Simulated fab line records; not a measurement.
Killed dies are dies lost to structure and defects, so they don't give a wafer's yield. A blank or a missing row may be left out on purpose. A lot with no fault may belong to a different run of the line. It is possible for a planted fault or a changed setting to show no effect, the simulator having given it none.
fab line records	flow nand-harc
record lots=12	wafers=36	last-day=25
route steps=1159 shown A_M1@1037 END@1159
lots that met no fault: from a run of the same line without faults
start-h: hours from the record's first day to the start of the lot's first wafer shown	wait-h: hours elapsed since this lot's preceding step	" as in the row above	L1.1+2: a single row standing in for several wafers	- no value, or no start given	* or withheld: withheld	< > ~ a bound
route shown NAME@n: names a module that has steps shown in the file, with the first one's number in the route	usual: the fault-free wafers' mean and standard deviation	same: alike in all rows	chamber/n: place in a boat	sites: the reading at each site	_std_site: how widely they spread, as a standard deviation	_edge_site: mean of outer sites minus mean of inner sites	radius-mm: how far each site lies from the wafer's centre	mask NAME#n: copy n	behind: the tool/chamber that last shaped the wafer	hold: cause of the lot's hold/its duration in hours/its outcome	device: the transistor (n, p or np) that didn't switch	end of line: the tests these same wafers got at the end of their route	where a step has no rows: the recipe by itself	killed: dies that structure and defects cost at the first sort, which is not the same as the wafer's yield	map: dies across one wafer; x = killed, . = not, _ = none there
set.NAME: the setting that was run; set.NAME@STEP: the one run at that earlier step	model.NAME: the simulator's own value behind a step, which no gauge read
route steps across a sampled set of lots; one table per step, one row per wafer
services: the hour from which a tool's chamber was out of use, counted from the record's first day as start-h (under 0 if before that day), plus the number of hours and why
## steps
# step NHARC_A_M1_OVL_MEAS_10
# recipe pitch-nm=240
# usual overlay-x-nm=-0.3/0.97	overlay-y-nm=-0.2/0.81
lot.wafer	tool	chamber	start-h	wait-h	overlay-x-nm	overlay-y-nm
L678.2	overlay-02	-	413.85	-	0.1	-1.6
L678.5	"	-	"	"	0.7	-1.2
L678.6	"	-	"	"	0.7	-0.9
L679.1	overlay-02	-	416.12	-	-0.2	0.9
L679.2	"	-	"	"	-0.1	0.5
L679.5	"	-	"	"	0.3	0.6
L677.1	overlay-01	-	416.71	-	-0.5	-1.9
L677.3	"	-	"	"	-0.4	-2.3
L677.4	"	-	"	"	-0.5	-1.6
L684.1	overlay-01	-	434.77	-	-1.7	-0.1
L684.2	"	-	"	"	-2.0	-0.4
L684.4	"	-	"	"	-1.3	0.1
L685.2	overlay-02	-	466.35	-	-0.5	-0.3
L685.5	"	-	"	"	-0.1	0.0
L685.6	"	-	"	"	-0.9	0.0
L688.2	overlay-02	-	470.48	-	0.5	-0.3
L688.3	"	-	"	"	0.0	0.0
L688.6	"	-	"	"	-0.1	-0.6
L687.1	overlay-02	-	476.82	-	-0.7	-0.6
L687.3	"	-	"	"	-1.2	-0.6
L687.6	"	-	"	"	-0.7	-1.1
L689.2	overlay-01	-	477.83	-	-1.4	0.2
L689.3	"	-	"	"	-1.7	-0.1
L689.4	"	-	"	"	-1.3	-0.1
L692.1	overlay-01	-	503.28	-	0.0	-0.5
L692.4	"	-	"	"	-0.4	-0.7
L692.6	"	-	"	"	-0.5	-0.1
L698.1	overlay-01	-	528.42	-	-0.9	0.4
L698.2	"	-	"	"	-0.8	0.8
L698.6	"	-	"	"	-0.7	0.6
L699.4	overlay-01	-	532.65	-	0.6	1.0
L699.5	"	-	"	"	0.8	1.3
L699.6	"	-	"	"	0.5	1.0
L700.2	overlay-02	-	540.76	-	-0.5	0.3
L700.5	"	-	"	"	-0.1	0.7
L700.6	"	-	"	"	-0.5	0.5
# step NHARC_A_M1_INSPECT_11
# usual raw-defect-count=31/14
lot.wafer	tool	chamber	start-h	wait-h	raw-defect-count
L678.2	defect-inspect-01	-	413.89	0.0	45
L678.5	"	-	"	"	32
L678.6	"	-	"	"	41
L679.1	defect-inspect-01	-	416.16	0.0	14
L679.2	"	-	"	"	12
L679.5	"	-	"	"	12
L677.1	defect-inspect-01	-	416.75	0.0	5
L677.3	"	-	"	"	12
L677.4	"	-	"	"	2
L684.1	defect-inspect-01	-	434.81	0.0	31
L684.2	"	-	"	"	32
L684.4	"	-	"	"	39
L685.2	defect-inspect-01	-	466.39	0.0	39
L685.5	"	-	"	"	35
L685.6	"	-	"	"	57
L688.2	defect-inspect-01	-	470.52	0.0	14
L688.3	"	-	"	"	17
L688.6	"	-	"	"	16
L687.1	defect-inspect-02	-	476.86	0.0	22
L687.3	"	-	"	"	16
L687.6	"	-	"	"	17
L689.2	defect-inspect-02	-	477.86	0.0	27
L689.3	"	-	"	"	32
L689.4	"	-	"	"	38
L692.1	defect-inspect-01	-	503.32	0.0	39
L692.4	"	-	"	"	46
L692.6	"	-	"	"	36
L698.1	defect-inspect-01	-	528.46	0.0	35
L698.2	"	-	"	"	34
L698.6	"	-	"	"	44
L699.4	defect-inspect-01	-	532.68	0.0	46
L699.5	"	-	"	"	52
L699.6	"	-	"	"	55
L700.2	defect-inspect-01	-	540.80	0.0	38
L700.5	"	-	"	"	45
L700.6	"	-	"	"	34
# step NHARC_A_M1_DESCUM_14
# recipe time-s=3	o2-flow-sccm=200	ar-flow-sccm=0	bias-power-w=0	chemistry=O2
# usual drypump-motor-current-A=5.6/0.48	oes-product-au=0.994/0.0092	rf-vpp-V=58.1/0.95	showerhead-plenum-p-Torr=1.97/0.057	throttle-valve-pct=11.312/0.0094
lot.wafer	tool	chamber	start-h	wait-h	drypump-motor-current-A	oes-product-au	rf-hours-counter-h	rf-vpp-V	showerhead-plenum-p-Torr	throttle-valve-pct
L678.2	rie-diel-04	1	413.95	0.1	6.4	0.979	3.5	56.3	1.89	11.316
L678.5	"	1	"	"	6.4	0.982	-	57.8	1.89	11.332
L678.6	"	2	"	"	4.9	0.995	-	59.0	2.01	11.308
L679.1	rie-diel-07	3	416.22	0.1	6.3	0.989	0.1	59.2	1.91	11.320
L679.2	"	1	"	"	5.2	0.986	0.0	58.8	2.05	11.314
L679.5	"	3	"	"	6.3	1.002	-	58.4	1.91	11.293
L677.3	rie-diel-04	1	416.81	0.1	6.4	0.986	3.6	56.7	1.89	11.329
L677.1	"	2	"	"	4.9	0.997	2.2	58.0	2.01	11.316
L677.4	"	0	"	"	6.1	1.004	3.3	58.1	1.87	11.303
L684.1	rie-diel-08	0	434.87	0.1	5.5	0.984	7.7	60.0	2.04	11.319
L684.4	"	1	"	"	5.8	0.975	7.4	58.3	1.99	11.304
L684.2	"	2	"	"	5.3	1.003	7.6	59.2	1.97	11.312
L685.2	rie-diel-07	2	466.45	0.1	5.6	1.000	3.9	58.6	1.95	11.320
L685.5	"	2	"	"	5.6	0.994	-	57.3	1.95	11.303
L685.6	"	3	"	"	6.3	0.991	-	58.0	1.91	11.318
L688.3	rie-diel-07	2	470.59	0.1	5.6	1.006	4.5	57.6	1.95	11.302
L688.2	"	3	"	"	6.3	1.002	4.5	59.0	1.91	11.308
L688.6	"	2	"	"	5.6	0.989	-	57.9	1.95	11.333
L687.1	rie-diel-04	3	476.92	0.1	5.4	0.996	0	58.5	2.02	11.312
L687.3	"	2	"	"	4.9	0.995	0	58.6	2.01	11.326
L687.6	"	0	"	"	6.1	1.006	-	58.0	1.87	11.323
L689.2	rie-diel-07	0	477.92	0.1	5.4	1.008	4.6	56.9	1.94	11.295
L689.3	"	1	"	"	5.2	0.985	4.4	58.8	2.05	11.317
L689.4	"	3	"	"	6.3	0.994	4.7	57.4	1.91	11.322
L692.1	rie-diel-04	0	503.38	0.1	6.1	1.000	0.9	57.2	1.87	11.315
L692.4	"	1	"	"	6.4	0.975	0.8	56.1	1.89	11.308
L692.6	"	0	"	"	6.1	0.988	-	58.2	1.87	11.324
L698.1	rie-diel-07	1	528.53	0.1	5.2	0.992	8.1	56.3	2.04	11.306
L698.2	"	3	"	"	6.3	0.995	9.2	59.4	1.91	11.326
L698.6	"	1	"	"	5.2	1.000	-	58.6	2.04	11.309
L699.4	rie-diel-08	0	532.77	0.1	5.5	0.994	3.2	58.5	2.04	11.311
L699.6	"	1	"	"	5.8	0.996	-	59.5	1.99	11.315
L699.5	"	2	"	"	5.3	1.007	-	56.4	1.97	11.309
L700.2	rie-diel-04	0	540.89	0.1	6.1	1.006	1.7	57.3	1.87	11.309
L700.5	"	1	"	"	6.4	0.988	-	58.5	1.89	11.309
L700.6	"	2	"	"	4.9	1.002	-	58.9	2.01	11.325
# step NHARC_A_M1_PVD_21
# recipe target-thk-a=300	chamber-pressure-pa=5	power-w=5000	substrate-temp-c=30	time-s=20.49	material=Cu
# usual throttle-valve-pct=30.0/0.84	time-s=20.49/0
lot.wafer	tool	chamber	start-h	wait-h	throttle-valve-pct	time-s
L678.2	pvd-sputter-02	-	415.19	-	30.8	20.49
L678.6	"	-	"	"	30.7	20.49
L678.5	"	-	"	"	29.7	20.49
L679.2	pvd-sputter-01	-	417.48	-	30.1	20.49
L679.1	"	-	"	"	30.7	20.49
L679.5	"	-	"	"	30.9	20.49
L677.1	pvd-sputter-01	-	418.06	-	30.6	20.49
L677.4	"	-	"	"	30.0	20.49
L677.3	"	-	"	"	29.0	20.49
L684.2	pvd-sputter-02	-	436.22	-	31.1	20.49
L684.1	"	-	"	"	30.9	20.49
L684.4	"	-	"	"	29.6	20.49
L685.2	pvd-sputter-01	-	467.77	-	30.3	20.49
L685.6	"	-	"	"	30.0	20.49
L685.5	"	-	"	"	30.7	20.49
L688.3	pvd-sputter-01	-	471.82	-	30.8	20.49
L688.2	"	-	"	"	30.7	20.49
L688.6	"	-	"	"	29.0	20.49
L687.3	pvd-sputter-03	-	478.19	-	29.3	20.49
L687.1	"	-	"	"	31.2	20.49
L687.6	"	-	"	"	28.5	20.49
L689.4	pvd-sputter-01	-	479.16	-	30.8	20.49
L689.2	"	-	"	"	29.0	20.49
L689.3	"	-	"	"	30.2	20.49
L692.4	pvd-sputter-01	-	504.63	-	30.5	32.36
L692.1	"	-	"	"	29.8	32.36
L692.6	"	-	"	"	30.5	32.36
L698.2	pvd-sputter-03	-	529.77	-	30.7	20.49
L698.1	"	-	"	"	29.7	20.49
L698.6	"	-	"	"	29.6	20.49
L699.4	pvd-sputter-03	-	534.11	-	28.2	20.49
L699.5	"	-	"	"	29.9	20.49
L699.6	"	-	"	"	30.9	20.49
L700.2	pvd-sputter-03	-	542.15	-	28.5	20.49
L700.6	"	-	"	"	30.8	20.49
L700.5	"	-	"	"	29.6	20.49
# step NHARC_END_SORT_01
# recipe temp-c=25
# usual defect-limited-yield=95.1/1.8	killed-at-array=29/11	killed-at-other=0.5/0.8	killed-at-periphery=3.5/2.8	killed-dies=33/12	killed-open=3.1/1.8	killed-short=1.8/1.4	sort_bin_2_pct=1.5/0.65	sort_bin_3_pct=0.24/0.21	sort_bin_4_pct=3.1/1.2	sort-n-pass=644/12	sort-rim-yield-pct=97.5/1.9	sort-yield-pct=95.1/1.8
# same gross-dies=677	sort_bin_5_pct[%]=0	sort_bin_6_pct[%]=0	sort_bin_7_pct[%]=0	sort_bin_8_pct[%]=0	sort-rim-n-gross=106.00
lot.wafer	tool	chamber	start-h	wait-h	defect-limited-yield[%]	killed-at-array	killed-at-other	killed-at-periphery	killed-dies	killed-open	killed-short	sort_bin_2_pct[%]	sort_bin_3_pct[%]	sort_bin_4_pct[%]	sort-n-pass	sort-rim-yield-pct[%]	sort-yield-pct[%]
L677.1	prober-02	0	453.24	2.5	98.5	9	0	1	10	2	2	0.3	0.30	0.9	667	100.0	98.5
L677.3	prober-02	0	454.83	3.1	97.9	11	0	3	14	5	1	0.6	0	1.5	663	97.2	97.9
L677.4	prober-02	0	455.63	3.4	99.0	5	0	2	7	4	1	0.4	0	0.6	670	99.1	99.0
L679.1	prober-02	0	461.04	2.5	96.9	18	0	3	21	5	3	0.6	0.30	2.2	656	97.2	96.9
L679.2	prober-02	0	461.84	2.8	97.2	17	0	2	19	5	2	0.7	0	2.1	658	97.2	97.2
L679.5	prober-02	0	464.23	3.7	97.6	15	0	1	16	2	1	0.7	0.30	1.3	661	97.2	97.6
L678.2	prober-02	0	469.61	2.8	92.9	42	2	4	48	3	5	1.0	0.15	5.9	629	99.1	92.9
L678.5	prober-02	0	471.99	3.7	95.3	23	1	8	32	3	1	1.2	0.30	3.2	645	98.1	95.3
L678.6	prober-02	0	472.78	4.0	93.2	34	1	11	46	1	2	1.9	0	4.9	631	97.2	93.2
L684.1	prober-01	0	486.22	2.5	95.4	27	0	4	31	1	3	1.5	0.89	2.2	646	95.3	95.4
L684.2	prober-01	0	487.03	2.8	95.3	31	0	1	32	0	4	1.3	0.15	3.2	645	96.2	95.3
L684.4	prober-01	0	488.64	3.4	94.7	30	0	6	36	3	0	1.3	0.30	3.7	641	92.5	94.7
L685.2	prober-02	0	502.87	2.8	92.6	40	0	10	50	1	3	2.1	0.15	5.2	627	96.2	92.6
L685.5	prober-02	0	505.30	3.7	94.4	35	0	3	38	1	1	1.8	0.30	3.5	639	95.3	94.4
L685.6	prober-02	0	506.11	4.1	92.0	46	0	8	54	1	1	2.7	0.15	5.2	623	97.2	92.0
L688.2	prober-01	0	506.88	2.8	97.0	17	0	3	20	1	3	1.2	0	1.8	657	99.1	97.0
L688.3	prober-01	0	507.69	3.1	97.0	16	0	4	20	3	3	0.6	0.15	2.2	657	100.0	97.0
L688.6	prober-01	0	510.14	4.1	96.9	14	1	6	21	8	2	1.0	0.15	1.9	656	100.0	96.9
L689.2	prober-02	0	513.15	2.8	95.6	25	1	4	30	6	3	1.0	0.30	3.1	647	98.1	95.6
L689.3	prober-02	0	513.95	3.1	95.1	33	0	0	33	3	2	1.9	0.15	2.8	644	99.1	95.1
L689.4	prober-02	0	514.75	3.4	94.7	35	0	1	36	3	2	1.8	0.59	3.0	641	91.5	94.7
L687.1	prober-01	0	513.94	2.5	96.3	24	0	1	25	3	0	1.9	0.15	1.6	652	95.3	96.3
L687.3	prober-01	0	515.57	3.1	97.0	18	1	1	20	2	0	0.6	0	2.4	657	99.1	97.0
L687.6	prober-01	0	518.00	4.1	96.9	19	1	1	21	2	1	0.7	0.30	2.1	656	98.1	96.9
L692.1	prober-02	0	550.42	2.5	95.1	32	0	1	33	2	0	1.9	0.15	2.8	644	99.1	95.1
L692.4	prober-02	0	552.82	3.4	95.0	33	0	1	34	2	0	1.8	0.59	2.7	643	96.2	95.0
L692.6	prober-02	0	554.42	4.0	93.9	39	0	2	41	3	1	2.1	0.30	3.7	636	98.1	93.9
L699.4	prober-01	0	579.09	3.4	94.4	37	0	1	38	2	2	1.8	0.30	3.5	639	100.0	94.4
L699.5	prober-01	0	579.90	3.7	93.2	45	0	1	46	1	2	2.5	0.15	4.1	631	97.2	93.2
L699.6	prober-01	0	580.71	4.0	91.9	50	1	4	55	1	6	3.1	0.44	4.6	622	99.1	91.9
L698.1	prober-01	0	584.53	2.5	95.9	27	0	1	28	0	1	0.6	0.15	3.4	649	100.0	95.9
L698.2	prober-01	0	585.34	2.8	94.5	29	2	6	37	3	0	1.0	0	4.4	640	95.3	94.5
L698.6	prober-01	0	588.56	4.0	94.4	33	1	4	38	2	2	2.1	0.44	3.1	639	100.0	94.4
L700.2	prober-01	0	593.17	2.8	93.9	36	0	5	41	4	2	1.5	0.59	4.0	636	98.1	93.9
L700.5	prober-01	0	595.54	3.7	93.4	44	0	1	45	4	2	2.1	0.59	4.0	632	96.2	93.4
L700.6	prober-01	0	596.33	4.0	95.3	30	0	2	32	4	2	1.8	0	3.0	645	99.1	95.3
# killed by level:class
L677.1 A_CONTACT:chamber-film-flake=2 A_ONON_D1:geometric-particle:short=1 A_WL_FILL:geometric-particle:short=1 A_WL_FILL:geometric-particle:open=1 A_CONTACT:geometric-particle:open=1 P_STI:chamber-film-flake=1 A_CHANNEL_HOLE_D1:chamber-film-flake=1 A_STAIRCASE:chamber-film-flake=1
L677.3 A_CHANNEL_HOLE_D1:chamber-film-flake=3 A_CONTACT:chamber-film-flake=3 P_M0:geometric-particle:open=2 A_M0:geometric-particle:open=2 A_ONON_D1:geometric-particle:short=1 A_CHANNEL_HOLE_D1:geometric-particle:open=1 P_ZERO_WELL:chamber-film-flake=1 A_ZERO_WELL:chamber-film-flake=1
L677.4 P_CONTACT:geometric-particle:open=1 A_ONON_D1:geometric-particle:open=1 A_CHANNEL_FILL_D1:geometric-particle:open=1 A_CHANNEL_FILL_D1:geometric-particle:short=1 A_WL_FILL:geometric-particle:open=1 P_GATE:chamber-film-flake=1 A_STAIRCASE:chamber-film-flake=1
L679.1 A_CONTACT:chamber-film-flake=4 A_CHANNEL_HOLE_D1:chamber-film-flake=3 A_ONON_D1:geometric-particle:open=2 P_ZERO_WELL:chamber-film-flake=2 A_SLIT:chamber-film-flake=2 P_CONTACT:geometric-particle:short=1 A_ONON_D1:geometric-particle:short=1 A_WL_FILL:geometric-particle:short=1
L679.2 A_M1:chamber-film-flake=5 A_CONTACT:geometric-particle:open=2 A_CHANNEL_HOLE_D1:chamber-film-flake=2 A_STAIRCASE:chamber-film-flake=2 A_CONTACT:chamber-film-flake=2 P_CONTACT:geometric-particle:open=1 A_ONON_D1:geometric-particle:open=1 A_ONON_D1:geometric-particle:short=1
L679.5 A_STAIRCASE:chamber-film-flake=4 A_M1:chamber-film-flake=4 A_CONTACT:chamber-film-flake=3 A_CHANNEL_HOLE_D1:chamber-film-flake=2 P_M2:geometric-particle:short=1 A_ONON_D1:geometric-particle:open=1 A_CHANNEL_FILL_D1:geometric-particle:open=1
L678.2 A_SLIT:chamber-film-flake=16 A_CHANNEL_HOLE_D1:chamber-film-flake=15 A_STAIRCASE:chamber-film-flake=3 A_CHANNEL_FILL_D1:geometric-particle:short=2 P_M1:chamber-film-flake=2 THIN_TSV:chamber-film-flake=2 P_GATE:geometric-particle:short=1 P_GATE:geometric-particle:open=1
L678.5 A_CHANNEL_HOLE_D1:chamber-film-flake=11 A_SLIT:chamber-film-flake=10 P_M1:chamber-film-flake=3 P_STI:chamber-film-flake=2 P_GATE:geometric-particle:open=1 P_GATE:geometric-particle:short=1 P_BONDPAD:geometric-particle:open=1 A_WL_FILL:geometric-particle:open=1
L678.6 A_CHANNEL_HOLE_D1:chamber-film-flake=15 A_SLIT:chamber-film-flake=9 A_WL_FILL:chamber-film-flake=5 P_STI:chamber-film-flake=4 P_M1:chamber-film-flake=4 A_CONTACT:chamber-film-flake=3 P_GATE:geometric-particle:open=1 P_M2:geometric-particle:short=1
L684.1 A_SGD_CUT:chamber-film-flake=11 A_SLIT:chamber-film-flake=9 P_M0:geometric-particle:short=2 P_ZERO_WELL:chamber-film-flake=2 A_ZERO_WELL:chamber-film-flake=2 A_STAIRCASE:chamber-film-flake=2 A_SGD_CUT:geometric-particle:open=1 A_M0:geometric-particle:short=1
L684.2 A_SLIT:chamber-film-flake=8 A_CONTACT:chamber-film-flake=7 A_CHANNEL_HOLE_D1:chamber-film-flake=5 A_SGD_CUT:chamber-film-flake=4 A_STAIRCASE:chamber-film-flake=2 A_ONON_D1:geometric-particle:short=1 A_CHANNEL_HOLE_D1:geometric-particle:short=1 A_WL_FILL:geometric-particle:short=1
L684.4 A_SLIT:chamber-film-flake=13 A_CONTACT:chamber-film-flake=5 A_ZERO_WELL:chamber-film-flake=3 A_SGD_CUT:chamber-film-flake=3 P_ZERO_WELL:chamber-film-flake=2 P_STI:chamber-film-flake=2 A_CHANNEL_HOLE_D1:chamber-film-flake=2 A_STAIRCASE:chamber-film-flake=2
L685.2 A_SLIT:chamber-film-flake=14 A_CHANNEL_HOLE_D1:chamber-film-flake=10 A_CHANNEL_FILL_D1:chamber-film-flake=6 P_STI:chamber-film-flake=5 P_ZERO_WELL:chamber-film-flake=3 A_STAIRCASE:chamber-film-flake=3 A_M0:chamber-film-flake=3 P_M2:geometric-particle:short=1
L685.5 A_CHANNEL_HOLE_D1:chamber-film-flake=16 A_SLIT:chamber-film-flake=13 P_CONTACT:chamber-film-flake=2 A_WL_FILL:chamber-film-flake=2 A_ONON_D1:geometric-particle:open=1 A_WL_FILL:geometric-particle:short=1 P_STI:chamber-film-flake=1 A_STAIRCASE:chamber-film-flake=1
L685.6 A_CHANNEL_HOLE_D1:chamber-film-flake=17 A_SLIT:chamber-film-flake=13 P_STI:chamber-film-flake=5 A_STAIRCASE:chamber-film-flake=5 P_ZERO_WELL:chamber-film-flake=3 A_WL_FILL:chamber-film-flake=3 A_CONTACT:chamber-film-flake=3 A_M0:chamber-film-flake=2
L688.2 A_CHANNEL_HOLE_D1:chamber-film-flake=4 A_CHANNEL_FILL_D1:chamber-film-flake=4 A_ZERO_WELL:chamber-film-flake=2 A_CONTACT:chamber-film-flake=2 P_M0:geometric-particle:short=1 A_ONON_D1:geometric-particle:open=1 A_WL_FILL:geometric-particle:short=1 A_M1:geometric-particle:short=1
L688.3 A_CHANNEL_HOLE_D1:chamber-film-flake=4 A_CONTACT:chamber-film-flake=4 A_CHANNEL_FILL_D1:chamber-film-flake=3 P_GATE:chamber-film-flake=2 P_STI:geometric-particle:open=1 A_SOURCE_PLATE:geometric-particle:short=1 A_CHANNEL_HOLE_D1:geometric-particle:open=1 A_CHANNEL_FILL_D1:geometric-particle:short=1
L688.6 A_CHANNEL_HOLE_D1:chamber-film-flake=5 A_CONTACT:chamber-film-flake=3 A_CONTACT:geometric-particle:open=2 A_M1:geometric-particle:open=2 P_GATE:geometric-particle:open=1 P_CONTACT:geometric-particle:open=1 P_M0:geometric-particle:open=1 P_M0:geometric-particle:short=1
L689.2 A_SLIT:chamber-film-flake=16 P_GATE:geometric-particle:short=2 A_CHANNEL_HOLE_D1:chamber-film-flake=2 P_M0:geometric-particle:open=1 A_ONON_D1:geometric-particle:open=1 A_CHANNEL_FILL_D1:geometric-particle:open=1 A_CONTACT:geometric-particle:short=1 A_CONTACT:geometric-particle:open=1
L687.1 A_CHANNEL_HOLE_D1:chamber-film-flake=5 A_M1:chamber-film-flake=5 A_CHANNEL_FILL_D1:chamber-film-flake=3 A_CONTACT:chamber-film-flake=3 A_STAIRCASE:chamber-film-flake=2 A_M0:chamber-film-flake=2 A_ONON_D1:geometric-particle:open=1 A_SGD_CUT:geometric-particle:open=1
L689.3 A_SLIT:chamber-film-flake=16 A_CHANNEL_HOLE_D1:chamber-film-flake=6 A_CONTACT:chamber-film-flake=3 A_STAIRCASE:chamber-film-flake=2 A_CHANNEL_HOLE_D1:geometric-particle:short=1 A_CHANNEL_HOLE_D1:geometric-particle:open=1 A_CHANNEL_FILL_D1:geometric-particle:short=1 A_CONTACT:geometric-particle:open=1
L689.4 A_SLIT:chamber-film-flake=18 A_CHANNEL_HOLE_D1:chamber-film-flake=6 A_STAIRCASE:chamber-film-flake=2 A_CONTACT:chamber-film-flake=2 A_CHANNEL_HOLE_D1:geometric-particle:short=1 A_WL_FILL:geometric-particle:open=1 A_CONTACT:geometric-particle:short=1 A_CONTACT:geometric-particle:open=1
L687.3 A_CHANNEL_HOLE_D1:chamber-film-flake=5 A_M1:chamber-film-flake=4 A_STAIRCASE:chamber-film-flake=3 A_CONTACT:chamber-film-flake=3 P_GATE:geometric-particle:open=1 A_CONTACT:geometric-particle:open=1 A_WL_FILL:chamber-film-flake=1 A_CHANNEL_FILL_D1:chamber-film-flake=1
L687.6 A_STAIRCASE:chamber-film-flake=5 A_M0:chamber-film-flake=5 A_CONTACT:chamber-film-flake=2 A_M1:chamber-film-flake=2 P_CONTACT:geometric-particle:open=1 A_WL_FILL:geometric-particle:short=1 A_CONTACT:geometric-particle:open=1 A_CHANNEL_HOLE_D1:chamber-film-flake=1
L692.1 A_SLIT:chamber-film-flake=17 A_CHANNEL_HOLE_D1:chamber-film-flake=6 A_STAIRCASE:chamber-film-flake=4 A_CHANNEL_FILL_D1:chamber-film-flake=2 A_SGD_CUT:geometric-particle:open=1 A_WL_FILL:geometric-particle:open=1 P_ZERO_WELL:chamber-film-flake=1 A_ZERO_WELL:chamber-film-flake=1
L692.4 A_SLIT:chamber-film-flake=19 A_STAIRCASE:chamber-film-flake=5 A_ZERO_WELL:chamber-film-flake=3 A_CHANNEL_HOLE_D1:chamber-film-flake=2 A_CONTACT:chamber-film-flake=2 P_M0:geometric-particle:open=1 A_CHANNEL_FILL_D1:geometric-particle:open=1 A_CHANNEL_FILL_D1:chamber-film-flake=1
L692.6 A_SLIT:chamber-film-flake=19 A_CHANNEL_HOLE_D1:chamber-film-flake=9 A_CONTACT:chamber-film-flake=5 P_ZERO_WELL:chamber-film-flake=2 A_SOURCE_PLATE:geometric-particle:open=1 A_ONON_D1:geometric-particle:open=1 A_CONTACT:geometric-particle:short=1 A_CONTACT:geometric-particle:open=1
L699.4 A_SLIT:chamber-film-flake=22 A_CHANNEL_HOLE_D1:chamber-film-flake=6 A_STAIRCASE:chamber-film-flake=5 A_CHANNEL_FILL_D1:geometric-particle:short=1 A_CONTACT:geometric-particle:open=1 A_M0:geometric-particle:open=1 A_M0:geometric-particle:short=1 P_STI:chamber-film-flake=1
L699.5 A_SLIT:chamber-film-flake=26 A_CHANNEL_HOLE_D1:chamber-film-flake=10 A_STAIRCASE:chamber-film-flake=4 A_WL_FILL:geometric-particle:short=1 A_CONTACT:geometric-particle:short=1 A_CONTACT:geometric-particle:open=1 P_STI:chamber-film-flake=1 A_ZERO_WELL:chamber-film-flake=1
L699.6 A_SLIT:chamber-film-flake=22 A_CHANNEL_HOLE_D1:chamber-film-flake=17 A_WL_FILL:geometric-particle:short=5 A_STAIRCASE:chamber-film-flake=4 P_ZERO_WELL:chamber-film-flake=2 P_STI:chamber-film-flake=2 A_WL_FILL:geometric-particle:open=1 STARTING-WAFER:geometric-particle:short=1
L698.1 A_CHANNEL_HOLE_D1:chamber-film-flake=16 A_CONTACT:chamber-film-flake=9 P_CONTACT:geometric-particle:short=1 A_STAIRCASE:chamber-film-flake=1 A_WL_FILL:chamber-film-flake=1
L698.2 A_CHANNEL_HOLE_D1:chamber-film-flake=15 A_CONTACT:chamber-film-flake=10 A_STAIRCASE:chamber-film-flake=3 P_GATE:chamber-film-flake=2 THIN_TSV:chamber-film-flake=2 P_M0:geometric-particle:open=1 P_M1:geometric-particle:open=1 A_ONON_D1:geometric-particle:open=1
L698.6 A_CHANNEL_HOLE_D1:chamber-film-flake=22 A_CONTACT:chamber-film-flake=6 P_STI:chamber-film-flake=2 A_STAIRCASE:chamber-film-flake=2 P_M1:geometric-particle:short=1 A_WL_FILL:geometric-particle:open=1 A_CONTACT:geometric-particle:short=1 A_CONTACT:geometric-particle:open=1
L700.2 A_SLIT:chamber-film-flake=17 A_CONTACT:chamber-film-flake=10 A_WL_FILL:geometric-particle:open=3 P_STI:chamber-film-flake=3 P_ZERO_WELL:chamber-film-flake=2 A_STAIRCASE:chamber-film-flake=2 A_CHANNEL_HOLE_D1:geometric-particle:short=1 A_WL_FILL:geometric-particle:short=1
L700.5 A_SLIT:chamber-film-flake=22 A_CONTACT:chamber-film-flake=10 A_CHANNEL_HOLE_D1:chamber-film-flake=4 A_STAIRCASE:chamber-film-flake=2 A_ONON_D1:geometric-particle:open=1 A_CHANNEL_HOLE_D1:geometric-particle:short=1 A_CHANNEL_FILL_D1:geometric-particle:open=1 A_STAIRCASE:geometric-particle:open=1
L700.6 A_SLIT:chamber-film-flake=13 A_CONTACT:chamber-film-flake=7 A_CHANNEL_HOLE_D1:chamber-film-flake=2 A_STAIRCASE:chamber-film-flake=2 P_M2:geometric-particle:open=1 A_CHANNEL_HOLE_D1:geometric-particle:open=1 A_CHANNEL_FILL_D1:geometric-particle:short=1 A_WL_FILL:geometric-particle:short=1
## services
tool	chamber	start-h	hours	kind
pvd-sputter-02	-	392.00	10.0	pm
rie-diel-04	0	396.07	-	clean
rie-diel-04	1	396.07	-	clean
rie-diel-04	2	396.07	-	clean
rie-diel-04	3	396.07	-	clean
rie-diel-07	-	405.87	9.0	pm
rie-diel-07	0	405.87	9.0	vent-cycle
rie-diel-07	1	405.87	9.0	vent-cycle
rie-diel-07	2	405.87	9.0	vent-cycle
rie-diel-07	3	405.87	9.0	vent-cycle
rie-diel-07	0	414.87	-	clean
rie-diel-07	1	414.87	-	clean
rie-diel-07	1	418.10	3.7	repair
pvd-sputter-01	-	428.03	5.5	repair
rie-diel-08	0	442.01	2.8	repair
rie-diel-04	0	445.48	3.4	repair
rie-diel-07	-	448.81	8.6	repair
pvd-sputter-03	-	458.09	10.0	pm
rie-diel-04	-	465.90	9.0	pm
rie-diel-08	-	478.80	9.0	pm
rie-diel-04	-	494.56	0.9	repair
pvd-sputter-01	-	514.00	10.0	pm
rie-diel-07	2	529.95	5.2	repair
rie-diel-07	1	538.64	8.5	repair
## key
first-sign step=NHARC_A_M1_PVD_21	reading=time-s	direction=up	sigmas=99+	usual=*	struck=*
effect none on later readings
met-at NHARC_A_M1_PVD_21
struck-lots L692
not-acting-at NHARC_A_M1_OVL_MEAS_10,NHARC_A_M1_INSPECT_11,NHARC_A_M1_DESCUM_14
onset-between 479.16 504.63
fault kind=process-parameter-drift	tool=pvd-sputter-01	chamber=-	onset-h=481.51	steps=NHARC_A_M1_PVD_21	channel=time-s	offset=*	shape=step	end-h=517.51	acts-in=*	stated=*
